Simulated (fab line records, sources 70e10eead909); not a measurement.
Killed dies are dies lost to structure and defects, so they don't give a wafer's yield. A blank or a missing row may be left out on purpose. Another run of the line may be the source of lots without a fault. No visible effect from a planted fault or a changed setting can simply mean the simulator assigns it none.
2 desks looking at one fault || flow nand_harc || every desk sees just its own numbers, and what lay behind them comes last

== THE METROLOGY DESK ==
What the gauges read, lot by lot, whatever tool the lot ran on: means of the sampled wafers that have a number. Any lot whose mean is over 4 standard deviations away from the usual mean is out of limits and marked OUT; that distance is given in the brackets.
Columns: A = thk_nm at NHARC_THIN_TSV_THK_MEAS_02, usual 3018 nm
{"lot": "L963", "first seen here": "day 23 17:17", "A": 2870}
{"lot": "L962", "first seen here": "day 23 18:28", "A": 3180}
{"lot": "L967", "first seen here": "day 25 20:09", "A": 2999}
{"lot": "L969", "first seen here": "day 26 19:25", "A": 3018}
{"lot": "L970", "first seen here": "day 26 20:37", "A": 3179}
{"lot": "L968", "first seen here": "day 27 00:16", "A": 3073}
{"lot": "L973", "first seen here": "day 28 19:50", "A": 2676}
{"lot": "L975", "first seen here": "day 29 12:13", "A": 3340}
{"lot": "L974", "first seen here": "day 29 13:25", "A": 2975}
{"lot": "L981", "first seen here": "day 32 01:50", "A": 3011}
{"lot": "L982", "first seen here": "day 32 10:32", "A": 2981}
{"lot": "L984", "first seen here": "day 33 03:52", "A": 2961}
{"lot": "L985", "first seen here": "day 33 14:20", "A": 2764}
Finding of this desk: none of the 13 lots has anything out of limits.

== DESK OF THE TOOL OWNER: rie_diel-02 ==
The tool's own readings at NHARC_P_M2_ETCH_15 (etches the open film in C4F8/Ar, target depth 182.5 nm, time 91.2 s): means of the sampled wafers that have a number, for each lot that ran on this tool. Any lot whose mean is over 4 standard deviations away from the usual mean is out of limits and marked OUT; that distance is given in the brackets.
Columns: A = oes_product_au at NHARC_P_M2_ETCH_15, usual 0.947 a.u.; B = rf_vpp_V at NHARC_P_M2_ETCH_15, usual 441.6 V
{"lot": "L963", "first seen here": "day 6 14:37", "A": 0.970, "B": 441.3}
{"lot": "L962", "first seen here": "day 6 15:11", "A": 0.961, "B": 440.9}
{"lot": "L967", "first seen here": "day 8 07:35", "A": 0.964, "B": 439.1}
{"lot": "L969", "first seen here": "day 9 07:54", "A": 0.954, "B": 440.8}
{"lot": "L975", "first seen here": "day 12 02:09", "A": 0.977, "B": 441.8}
{"lot": "L981", "first seen here": "day 14 13:08", "A": 0.944, "B": 440.3}
{"lot": "L982", "first seen here": "day 14 18:19", "A": 0.966, "B": 441.8}
{"lot": "L984", "first seen here": "day 15 21:02", "A": 0.966, "B": 440.6}
{"lot": "L985", "first seen here": "day 15 21:58", "A": 0.933, "B": 440.7}
Finding of this desk: none of the 9 lots has anything out of limits.

== BROUGHT TOGETHER ==
Nothing out of limits was seen by the metrology desk.
The tool owner's desk saw nothing out of limits.

== WHAT THE SIMULATOR HAD PUT IN ==
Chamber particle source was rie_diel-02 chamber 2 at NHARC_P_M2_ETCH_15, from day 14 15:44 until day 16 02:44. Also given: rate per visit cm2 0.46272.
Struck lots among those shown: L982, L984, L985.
